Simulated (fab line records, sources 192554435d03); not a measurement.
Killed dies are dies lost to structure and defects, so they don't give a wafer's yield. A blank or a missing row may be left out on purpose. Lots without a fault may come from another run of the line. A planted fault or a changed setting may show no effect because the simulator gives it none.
A struck lot beside a sound one | flow n5_finfet | 37 steps out of a route of 1938
Sound: wafers L722.2, L722.3, L722.6. Struck: wafers L714.2, L714.4, L714.6. The cause comes at the end.
At each step with rows: each side's tool, then ch and its chambers, then its first start. Under that, the readings that differ: sound wafers | struck wafers | difference of the means | sigmas: that difference in standard deviations of wafers without a fault.
alike: readings whose means differ by less than 2 such deviations, and words and numbers that are the same on both sides. not compared: withheld readings, readings that some wafer has no value for, bounds like >300 that may hide the same value, and numbers for which the record gives no deviation and whose values overlap.
The two part at a step that has a row with sigmas, a row that says differs or no value, or rows on one side only. Numbers that don't overlap but have no deviation are shown without sigmas and don't part them. A reading that every wafer of one side lacks parts them only if that side has two wafers or more.

first, 9 steps without rows for these wafers: N5_BEOL_M11_ALD_74 (deposits TaN, target thk 2 nm, pulse time 2 s, purge time 3 s); N5_BEOL_M11_SURFACE_TREAT_76; N5_BEOL_M11_CVD_75 (deposits Co from CCTBA/H2, target thk 2 nm, time 138.9 s); N5_BEOL_M11_SPUTTER_48 (material Cu, target thk 12 nm, time 2 s); N5_BEOL_M11_ECD_50 (material Cu, target thk 318 nm); N5_BEOL_M11_ANNEAL_51 (time 90 s); N5_BEOL_M11_CMP_52 (polishes, stops on SiCOH lowk, t overpolish 7 s, target thk 140 nm); N5_BEOL_M11_PRE_CLEAN_55 (time 15 s); N5_BEOL_M11_DEP_56 (deposits SiCN from 3MS/NH3, target thk 30 nm, time 10.5 s).
N5_BEOL_M12_ILD_DEP_00: deposits SiOC from DEMS/O2, target thk 658.92 nm, time 130.7 s.
  sound on pecvd-01 ch 0,1, day 15 23:07; struck on pecvd-04 ch 1,2, day 14 03:23
  reading                                       | sound             | struck        | difference | sigmas
  model.SiOC_of_BEOL_M12_ILD_DEP_00.thk_nm (nm) | 657.2 656.8 668.2 | 695 710.2 714 | +46        |
  alike: heater_power_outer_w, heater_power_w, showerhead_plenum_p_Torr, throttle_valve_pct
N5_BEOL_M12_THK_MEAS_01:
  sound on film_metro-02, day 15 23:15; struck on film_metro-01, day 14 03:32
  reading          | sound       | struck      | difference | sigmas
  M12_ILD_THK (nm) | 658 657 668 | 695 710 714 | +45        | +6
then, 10 steps without rows for these wafers: N5_BEOL_M12_COAT_58 (time 60 s, resist thk 89 nm); N5_BEOL_M12_COAT_04 (resist thk 400 nm); N5_BEOL_M12_EBR_06; N5_BEOL_M12_SOFTBAKE_05 (time 60 s); N5_BEOL_M12_EXPOSE_07 (exposes mask V11); N5_BEOL_M12_PEB_08 (peb time 90 s); N5_BEOL_M12_DEVELOP_09 (develop time 45 s); N5_BEOL_M12_HARDBAKE_14 (time 120 s); N5_BEOL_M12_DESCUM_15 (chemistry O2, time 7.9 s); N5_BEOL_M12_ETCH_59 (etches BARC in N2/H2, target depth 89 nm, overetch 26.7 nm, time 67.9 s).
N5_BEOL_M12_VIA_ETCH_16: etches SiOC in C4F8/O2/Ar, target depth 724.8 nm.
  sound on rie_diel-01 ch 1,3, day 16 00:02; struck on rie_diel-01 ch 0,1, day 14 04:08
  reading                                    | sound             | struck            | difference | sigmas
  model.etch.depth_nm (nm)                   | 657.3 656.8 668.3 | 695 710.2 714     | +46        |
  model.coat_of_BEOL_M12_COAT_04.thk_nm (nm) | 122.6 122.2 118   | 109.4 106.6 105.4 | -13.8      |
  alike: drypump_motor_current_A, oes_product_au, rf_vpp_V, showerhead_plenum_p_Torr, throttle_valve_pct
N5_BEOL_M12_STRIP_63: strips in N2/H2.
  sound on plasma_asher-02 ch 0,1, day 16 00:14; struck on plasma_asher-02 ch 0,1, day 14 04:20
  reading                      | sound          | struck         | difference | sigmas
  strip_time_to_endpoint_s (s) | 42.4 42.3 41.2 | 38.8 38.0 37.7 | -3.8       | -5
  alike: drypump_motor_current_A, heater_power_w, oes_product_au
  not compared: rf_hours_counter_h
then, 12 steps without rows for these wafers: N5_BEOL_M12_STRIP_64 (strips in N2/H2); N5_BEOL_M12_STRIP_71 (strips in post etch residue remover, time 60 s); N5_BEOL_M12_SRD_72 (time 30 s, dry time 30 s); N5_BEOL_M12_COAT_65 (time 60 s, resist thk 300 nm); N5_BEOL_M12_COAT_66 (time 60 s, resist thk 110 nm); N5_BEOL_M12_COAT_22 (resist thk 300 nm); N5_BEOL_M12_EBR_24; N5_BEOL_M12_SOFTBAKE_23 (time 60 s); N5_BEOL_M12_EXPOSE_25 (exposes mask M12); N5_BEOL_M12_PEB_26 (peb time 90 s); N5_BEOL_M12_DEVELOP_27 (develop time 45 s); N5_BEOL_M12_HARDBAKE_32 (time 120 s).
N5_BEOL_M12_CMP_49: polishes, stops on SiOC, t overpolish 20.6 s, target thk 320 nm.
  sound on cmp-01 ch 0,3, day 16 03:53; struck on cmp-03 ch 0,1,2, day 14 09:25
  reading                                       | sound           | struck            | difference | sigmas
  model.SiOC_of_BEOL_M12_ILD_DEP_00.thk_nm (nm) | 600 597.6 609.6 | 636.6 653.2 653.2 | +45.3      |
  alike: motor_current_A, slurry_flow_ml_min
N5_PASSIVATION_PROBE_49:
  the record has rows for the struck wafers here (prober-01, day 15 19:34) and none for the sound ones

WHERE THEY PART
First at N5_BEOL_M12_THK_MEAS_01; last, within this record, at N5_PASSIVATION_PROBE_49.

WHY: what the simulator had put in
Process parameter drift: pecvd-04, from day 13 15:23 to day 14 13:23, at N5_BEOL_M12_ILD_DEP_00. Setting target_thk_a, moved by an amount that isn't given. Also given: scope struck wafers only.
